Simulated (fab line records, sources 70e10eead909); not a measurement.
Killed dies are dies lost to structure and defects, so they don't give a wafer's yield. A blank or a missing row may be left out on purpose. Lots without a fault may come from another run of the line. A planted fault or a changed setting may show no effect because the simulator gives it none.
fab line records | flow nand_harc
record lots=13 wafers=39 last_day=33
route steps=1302 shown A_STAIRCASE@639 END@1302
lots that met no fault: from a run of the same line without faults
start_h: hours from the record's first day to the start of the lot's first wafer shown | wait_h: hours since the lot's step before | " the same as in the row above | L1.1+2: a row that stands for several wafers | - no value, or no start given | * or withheld: withheld | < > ~ a bound
route shown NAME@n: a module of which the file shows steps, and the number in the route of the first | usual: mean/standard deviation of fault-free wafers | same: alike in all rows | chamber/n: place in a boat | sites: the reading at each site | _std_site: their standard deviation | _edge_site: outer sites' mean less inner sites' | radius_mm: how far each site lies from the wafer's centre | mask NAME#n: copy n | behind: the tool/chamber that last shaped the wafer | hold: why the lot was held/for how many hours/how that ended | device: the transistor (n, p or np) that didn't switch | end of line: the same wafers' tests at the end of the route | a step without rows: its recipe alone | killed: dies lost to structure and defects at the first sort, not the wafer's yield | map: a wafer's dies, x killed, . not, _ none there
set.NAME: the setting as run; set.NAME@STEP: as run at that earlier step | model.NAME: the simulator's own value behind a step, which no gauge read
steps of the route over a sample of lots; a table a step, a row a wafer
services: from which hour (start_h, from the record's first day; less than 0 if before it) a tool's chamber was out of use, for how many hours, and why
## steps
# step NHARC_A_STAIRCASE_DEP_156
# recipe target_thk_a=500 temp_c=400 target_thk_nm=50 flow_sccm=200 rf_w=450 material=SiNx
# usual heater_power_outer_w=419/81 heater_power_w=708/110
# columns lot.wafer tool chamber start_h wait_h heater_power_outer_w heater_power_w
L481.2 pecvd-03 1 346.52 0.1 498 782
L481.4 " 1 " " 493 772
L481.6 " 2 " " 416 717
L483.1 pecvd-04 2 386.52 0.1 414 664
L483.6 " 1 " " 380 652
L483.5 " 0 " " 388 659
L484.1 pecvd-01 0 395.26 0.1 389 685
L484.3 " 2 " " 442 780
L484.5 " 1 " " 252 503
L485.3 pecvd-01 0 406.16 0.1 491 770
L485.1 " 1 " " 289 566
L485.5 " 0 " " 496 785
L486.6 pecvd-04 2 406.34 0.2 458 721
L486.5 " 0 " " 299 560
L486.4 " 1 " " 379 638
L489.2 pecvd-01 0 446.72 0.1 499 821
L489.3 " 1 " " 298 583
L489.6 " 0 " " 505 808
L490.1 pecvd-01 0 460.26 0.1 510 819
L490.5 " 2 " " 502 858
L490.6 " 1 " " 276 538
L492.1 pecvd-01 1 470.55 0.2 245 508
L492.3 " 0 " " 401 693
L492.5 " 0 " " 430 687
L499.2 pecvd-01 1 535.01 0.1 349 663
L499.6 " 0 " " 477 770
L499.4 " 1 " " 349 664
L500.2 pecvd-04 2 554.10 0.1 479 757
L500.3 " 0 " " 323 589
L500.5 " 0 " " 325 577
L501.3 pecvd-03 1 570.35 0.1 538 850
L501.4 " 1 " " 560 865
L501.5 " 0 " " 433 706
L502.2 pecvd-01 0 570.36 0.1 503 776
L502.3 " 1 " " 308 598
L502.5 " 1 " " 312 613
L503.3 pecvd-04 0 574.69 0.1 391 654
L503.2 " 2 " " 408 650
L503.5 " 2 " " 417 682
# step NHARC_A_STAIRCASE_ETCH_13
# recipe target_depth_a=1000 time_s=40.5 ion_energy_ev=400 c4f8_flow_sccm=20 o2_flow_sccm=10 ar_flow_sccm=withheld rf_w=600 bias_w=1000 chemistry=C4F8/O2
# usual oes_product_au=0.946/0.016 rf_fwd_power_W=591.4/2.8 rf_vpp_V=897/5
# columns lot.wafer tool chamber start_h wait_h oes_product_au rf_fwd_power_W rf_hours_counter_h rf_vpp_V
L481.2 rie_diel-04 0 349.44 - 0.965 593.2 56 898
L481.4 " 2 " " 0.940 588.1 57 897
L481.6 " 3 " " 0.965 590.2 - 900
L483.1 rie_diel-13 1 389.59 - 0.949 587.7 10 903
L483.5 " 0 " " 0.959 591.1 - 896
L483.6 " 1 " " 0.962 588.0 - 906
L484.1 rie_diel-04 1 398.37 - 0.930 591.0 11 900
L484.3 " 3 " " 0.932 591.5 10 900
L484.5 " 0 " " 0.939 592.6 - 900
L485.1 rie_diel-13 0 409.29 - 0.964 595.8 16 896
L485.3 " 1 " " 0.949 590.7 17 904
L485.5 " 1 " " 0.950 592.1 - 905
L486.4 rie_diel-13 0 412.58 - 0.931 591.2 20 896
L486.5 " 3 " " 0.909 593.3 - 894
L486.6 " 0 " " 0.935 591.8 - 895
L489.2 rie_diel-13 3 449.67 - 0.704 355.5 29 896
L489.3 " 0 " " 0.727 353.5 30 895
L489.6 " 1 " " 0.726 351.3 - 906
L490.1 rie_diel-13 2 463.09 - 0.717 346.1 32 891
L490.5 " 3 " " 0.723 351.1 - 896
L490.6 " 0 " " 0.727 350.9 - 896
L492.1 rie_diel-13 0 474.10 - 0.706 351.2 39 895
L492.3 " 1 " " 0.701 353.1 41 904
L492.5 " 3 " " 0.713 354.5 - 894
L499.2 rie_diel-13 0 537.92 - 0.954 593.2 3 896
L499.4 " 2 " " 0.966 587.6 4 889
L499.6 " 0 " " 0.944 592.6 - 896
L500.2 rie_diel-13 1 557.17 - 0.948 593.0 8 904
L500.3 " 3 " " 0.928 593.1 9 894
L500.5 " 0 " " 0.947 593.9 - 897
L502.2 rie_diel-04 3 573.38 - 0.957 590.7 12 900
L502.3 " 1 " " 0.978 589.0 14 898
L502.5 " 2 " " 0.959 590.6 - 896
L501.3 rie_diel-13 2 573.98 - 0.930 590.0 15 889
L501.4 " 3 " " 0.907 590.6 16 892
L501.5 " 2 " " 0.940 589.9 - 890
L503.2 rie_diel-13 2 577.92 - 0.929 588.4 16 888
L503.3 " 0 " " 0.941 591.5 17 893
L503.5 " 2 " " 0.928 587.3 - 888
# step NHARC_A_STAIRCASE_TRIM_16
# recipe time_s=211.2 o2_flow_sccm=500 ar_flow_sccm=0 bias_w=0 chemistry=O2
# usual drypump_motor_current_A=5.8/0.62 oes_product_au=1.002/0.013 rf_vpp_V=57.9/0.83 showerhead_plenum_p_Torr=3.55/0.14 throttle_valve_pct=17.036/0.0098
# columns lot.wafer tool chamber start_h wait_h drypump_motor_current_A oes_product_au rf_hours_counter_h rf_vpp_V showerhead_plenum_p_Torr throttle_valve_pct
L481.4 rie_diel-04 1 - - 5.9 1.004 53 58.0 3.65 17.023
L481.2 " 3 " " 5.6 1.006 60 58.7 3.67 17.024
L481.6 " 1 " " 5.9 1.007 - 56.8 3.65 17.043
L483.1 rie_diel-13 3 - - 6.0 0.971 7 56.5 3.52 17.037
L483.5 " 3 " " 6.0 0.978 - 58.8 3.52 17.065
L483.6 " 0 " " 5.3 1.001 - 56.0 3.52 17.030
L484.3 rie_diel-04 0 - - 5.9 1.011 10 57.9 3.62 17.027
L484.1 " 3 " " 5.6 1.015 10 58.2 3.66 17.028
L484.5 " 1 " " 5.8 1.002 - 59.0 3.65 17.058
L485.3 rie_diel-13 2 - - 4.9 1.010 20 57.7 3.37 17.040
L485.1 " 1 " " 6.5 0.982 20 57.1 3.77 17.043
L485.5 " 3 " " 6.1 0.979 - 57.8 3.51 17.042
L486.4 rie_diel-13 2 - - 4.9 1.012 20 57.5 3.37 17.044
L486.5 " 1 " " 6.5 0.991 - 57.0 3.77 17.023
L486.6 " 2 " " 4.9 1.012 - 57.7 3.37 17.031
L489.2 rie_diel-13 2 - - 4.9 1.015 28 58.4 3.36 17.024
L489.3 " 0 " " 5.3 0.999 31 57.6 3.51 17.038
L489.6 " 3 " " 6.0 0.998 - 58.2 3.50 17.025
L490.1 rie_diel-13 2 - - 4.9 1.009 32 55.7 3.36 17.024
L490.6 " 1 " " 6.5 0.990 - 59.0 3.76 17.030
L490.5 " 2 " " 4.9 1.010 - 56.7 3.36 17.041
L492.1 rie_diel-13 1 - - 6.5 0.980 41 56.3 3.75 17.032
L492.3 " 0 " " 5.3 1.009 39 57.7 3.50 17.039
L492.5 " 1 " " 6.5 0.990 - 59.2 3.75 17.048
L499.4 rie_diel-13 1 - - 6.5 1.007 3 56.9 3.74 17.023
L499.2 " 2 " " 4.9 1.010 4 56.9 3.35 17.045
L499.6 " 1 " " 6.5 1.005 - 58.3 3.74 17.048
L500.2 rie_diel-13 0 - - 5.3 0.998 9 57.0 3.49 17.038
L500.3 " 3 " " 6.1 0.985 9 57.6 3.49 17.023
L500.5 " 0 " " 5.3 1.004 - 58.0 3.49 17.031
L502.3 rie_diel-04 2 - - 5.0 1.006 15 59.0 3.53 17.036
L502.2 " 1 " " 5.9 1.016 14 57.5 3.61 17.043
L502.5 " 3 " " 5.6 1.002 - 58.6 3.63 17.030
L501.3 rie_diel-13 1 - - 6.5 1.009 13 58.2 3.74 17.041
L501.4 " 2 " " 4.9 0.991 15 58.0 3.34 17.022
L501.5 " 0 " " 5.3 1.000 - 56.8 3.49 17.050
L503.3 rie_diel-13 2 - - 4.9 1.007 17 57.4 3.34 17.023
L503.2 " 3 " " 6.1 0.973 19 58.0 3.48 17.038
L503.5 " 2 " " 4.9 0.996 - 56.9 3.34 17.037
# step NHARC_A_STAIRCASE_ETCH_17
# recipe target_depth_a=1000 time_s=40.5 ion_energy_ev=400 c4f8_flow_sccm=20 o2_flow_sccm=10 ar_flow_sccm=withheld rf_w=600 bias_w=1000 chemistry=C4F8/O2
# usual oes_product_au=0.946/0.013 rf_fwd_power_W=591.3/2.5 rf_vpp_V=897/5.1
# columns lot.wafer tool chamber start_h wait_h oes_product_au rf_fwd_power_W rf_hours_counter_h rf_vpp_V
L481.2 rie_diel-04 1 - - 0.936 589.9 53 902
L481.4 " 2 " " 0.926 587.3 57 897
L481.6 " 2 " " 0.928 587.7 - 896
L483.1 rie_diel-13 3 - - 0.920 592.0 7 895
L483.6 " 3 " " 0.931 593.5 - 895
L483.5 " 0 " " 0.944 590.3 - 897
L484.3 rie_diel-04 2 - - 0.962 590.0 10 899
L484.1 " 3 " " 0.958 592.2 10 900
L484.5 " 1 " " 0.949 592.3 - 900
L485.1 rie_diel-13 0 - - 0.927 593.5 20 897
L485.3 " 1 " " 0.944 590.1 20 905
L485.5 " 3 " " 0.911 591.6 - 895
L486.4 rie_diel-13 3 - - 0.951 594.9 17 895
L486.5 " 2 " " 0.963 587.0 - 889
L486.6 " 3 " " 0.938 592.0 - 896
L489.2 rie_diel-13 2 - - 0.962 587.9 28 891
L489.3 " 3 " " 0.942 593.1 30 895
L489.6 " 1 " " 0.940 590.3 - 904
L490.1 rie_diel-13 2 - - 0.949 588.7 32 891
L490.6 " 2 " " 0.945 586.2 - 889
L490.5 " 3 " " 0.947 593.9 - 895
L492.1 rie_diel-13 0 - - 0.939 592.7 39 895
L492.3 " 2 " " 0.961 588.1 39 890
L492.5 " 0 " " 0.940 592.8 - 896
L499.4 rie_diel-13 3 - - 0.925 591.8 4 894
L499.2 " 0 " " 0.955 590.6 3 895
L499.6 " 2 " " 0.932 587.7 - 889
L500.3 rie_diel-13 1 - - 0.962 591.4 9 904
L500.2 " 2 " " 0.958 587.6 9 889
L500.5 " 3 " " 0.934 593.5 - 894
L502.3 rie_diel-04 1 - - 0.974 592.7 15 898
L502.2 " 2 " " 0.952 586.8 15 896
L502.5 " 0 " " 0.963 592.7 - 898
L501.3 rie_diel-13 1 - - 0.950 592.4 13 903
L501.4 " 0 " " 0.934 593.6 14 894
L501.5 " 1 " " 0.945 591.5 - 904
L503.3 rie_diel-13 1 - - 0.958 591.7 15 903
L503.2 " 2 " " 0.930 586.4 17 887
L503.5 " 0 " " 0.945 592.5 - 896
# step NHARC_END_SORT_01
# recipe temp_c=25
# usual killed_at_array=59/20 killed_at_other=0.8/1.1 killed_at_periphery=5/3.1 killed_dies=64/21 killed_open=3.4/1.9 killed_short=2.3/1.7
# same gross_dies=677
# columns lot.wafer tool chamber start_h wait_h killed_at_array killed_at_other killed_at_periphery killed_dies killed_open killed_short
L489.2 prober-02 0 646.36 2.8 674 0 3 677 2 2
L489.3 prober-02 0 647.16 3.1 674 0 3 677 2 1
L489.6 prober-02 0 649.56 4.0 673 0 4 677 3 2
L490.1 prober-01 0 674.46 2.5 674 1 2 677 2 3
L490.5 prober-01 0 677.65 3.7 673 0 4 677 4 2
L490.6 prober-01 0 678.45 4.0 667 1 9 677 10 1
L492.1 prober-02 0 689.56 2.5 673 0 4 677 0 3
L492.3 prober-02 0 691.15 3.1 671 2 4 677 4 3
L492.5 prober-02 0 692.74 3.7 669 3 5 677 5 4
# killed by level:class
L489.2 A_STAIRCASE:area_etch=621 A_SLIT:chamber_film_flake=25 A_CHANNEL_HOLE_D2:chamber_film_flake=9 A_CONTACT:chamber_film_flake=6 A_M1:chamber_film_flake=6 A_CHANNEL_HOLE_D1:chamber_film_flake=4 P_STI:chamber_film_flake=2 P_STI:geometric_particle:short=1
L489.3 A_STAIRCASE:area_etch=612 A_SLIT:chamber_film_flake=33 A_CHANNEL_HOLE_D2:chamber_film_flake=13 A_CHANNEL_HOLE_D1:chamber_film_flake=4 P_STI:chamber_film_flake=2 A_ZERO_WELL:chamber_film_flake=2 A_STAIRCASE:chamber_film_flake=2 A_CONTACT:chamber_film_flake=2
L489.6 A_STAIRCASE:area_etch=619 A_SLIT:chamber_film_flake=22 A_CHANNEL_HOLE_D2:chamber_film_flake=13 P_ZERO_WELL:chamber_film_flake=3 A_ZERO_WELL:chamber_film_flake=3 A_CHANNEL_HOLE_D1:chamber_film_flake=3 A_STAIRCASE:chamber_film_flake=3 A_CONTACT:chamber_film_flake=2
L490.1 A_STAIRCASE:area_etch=596 A_CHANNEL_HOLE_D1:chamber_film_flake=33 A_SLIT:chamber_film_flake=23 A_CONTACT:chamber_film_flake=8 A_STAIRCASE:chamber_film_flake=3 A_M1:chamber_film_flake=3 A_CHANNEL_HOLE_D2:chamber_film_flake=2 P_CONTACT:geometric_particle:open=1
L490.5 A_STAIRCASE:area_etch=608 A_CHANNEL_HOLE_D1:chamber_film_flake=28 A_SLIT:chamber_film_flake=25 A_CHANNEL_HOLE_D2:unspecified=3 A_M1:chamber_film_flake=3 P_GATE:chamber_film_flake=2 P_M1:geometric_particle:short=1 P_M2:geometric_particle:open=1
L490.6 A_STAIRCASE:area_etch=583 A_CHANNEL_HOLE_D1:chamber_film_flake=34 A_SLIT:chamber_film_flake=34 A_M1:chamber_film_flake=6 P_M0:geometric_particle:open=5 P_M2:geometric_particle:open=2 P_ZERO_WELL:chamber_film_flake=2 A_CHANNEL_HOLE_D2:unspecified=2
L492.1 A_STAIRCASE:area_etch=628 A_SLIT:chamber_film_flake=18 A_CONTACT:chamber_film_flake=8 A_WL_FILL:chamber_film_flake=6 A_CHANNEL_HOLE_D1:chamber_film_flake=4 A_STAIRCASE:chamber_film_flake=3 A_M1:chamber_film_flake=3 P_GATE:geometric_particle:short=2
L492.3 A_STAIRCASE:area_etch=628 A_SLIT:chamber_film_flake=20 A_CONTACT:chamber_film_flake=6 A_CHANNEL_HOLE_D1:chamber_film_flake=3 P_ZERO_WELL:chamber_film_flake=2 A_CHANNEL_HOLE_D2:chamber_film_flake=2 A_SGD_CUT:chamber_film_flake=2 A_WL_FILL:chamber_film_flake=2
L492.5 A_STAIRCASE:area_etch=613 A_SLIT:chamber_film_flake=34 A_CHANNEL_HOLE_D1:chamber_film_flake=5 A_CONTACT:chamber_film_flake=5 A_WL_FILL:chamber_film_flake=3 P_M0:geometric_particle:open=2 A_DECK1_JOINT:geometric_particle:short=2 A_STAIRCASE:chamber_film_flake=2
## services
# columns tool chamber start_h hours kind
rie_diel-13 0 323.69 - clean
rie_diel-13 1 323.69 - clean
rie_diel-13 2 323.69 - clean
rie_diel-13 3 323.69 - clean
rie_diel-13 - 342.12 9.0 pm
rie_diel-13 0 342.12 9.0 vent_cycle
rie_diel-04 - 355.03 9.0 pm
pecvd-03 - 366.00 13.0 pm
rie_diel-13 3 367.40 20.9 repair
rie_diel-04 2 368.63 3.7 repair
rie_diel-13 2 377.01 6.5 repair
pecvd-03 2 385.59 7.6 repair
rie_diel-04 3 385.98 1.7 repair
rie_diel-13 2 418.27 18.2 repair
rie_diel-04 2 440.61 33.2 repair
pecvd-04 - 450.16 13.0 pm
pecvd-03 0 485.10 21.7 repair
pecvd-01 - 492.25 13.0 pm
pecvd-01 - 516.97 3.1 repair
rie_diel-13 - 519.17 9.0 pm
rie_diel-04 - 532.03 9.0 pm
pecvd-03 - 547.00 13.0 pm
rie_diel-13 2 547.64 2.1 repair
pecvd-04 2 554.84 16.2 repair
## key
first_sign step=NHARC_A_STAIRCASE_ETCH_13 reading=rf_fwd_power_W direction=down sigmas=84 usual=* struck=*
effect step=NHARC_A_STAIRCASE_ETCH_13 reading=oes_product_au direction=down sigmas=14 usual=0.946 struck=0.716
effect step=NHARC_END_SORT_01 reading=killed_at_array direction=up sigmas=31 usual=59 struck=672
more_kills_born_at NHARC_A_STAIRCASE_ETCH_13@rie_diel-13=5508
met_at NHARC_A_STAIRCASE_ETCH_13
struck_lots L489,L490,L492
later_rows_left_out L489.2,L489.3,L489.6,L490.1,L490.5,L490.6,L492.1,L492.3,L492.5
tester_left_out L489,L490,L492
not_acting_at NHARC_A_STAIRCASE_DEP_156,NHARC_A_STAIRCASE_TRIM_16,NHARC_A_STAIRCASE_ETCH_17
onset_between 412.58 449.67
fault kind=process_parameter_drift tool=rie_diel-13 chamber=- onset_h=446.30 steps=NHARC_A_STAIRCASE_ETCH_13 channel=rf_w offset=* shape=step end_h=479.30 acts_in=* stated=*
# tester_left_out: of these lots the tester's yield and bins aren't shown, on N5 and GAA mostly nor the transistor test; their killed dies are dies lost to structure and defects alone, not to doping, threshold or leakage, so they don't give the yield
# later_rows_left_out: the simulator's readings of these wafers behind a module that went badly wrong aren't trusted and aren't shown, but for the sort
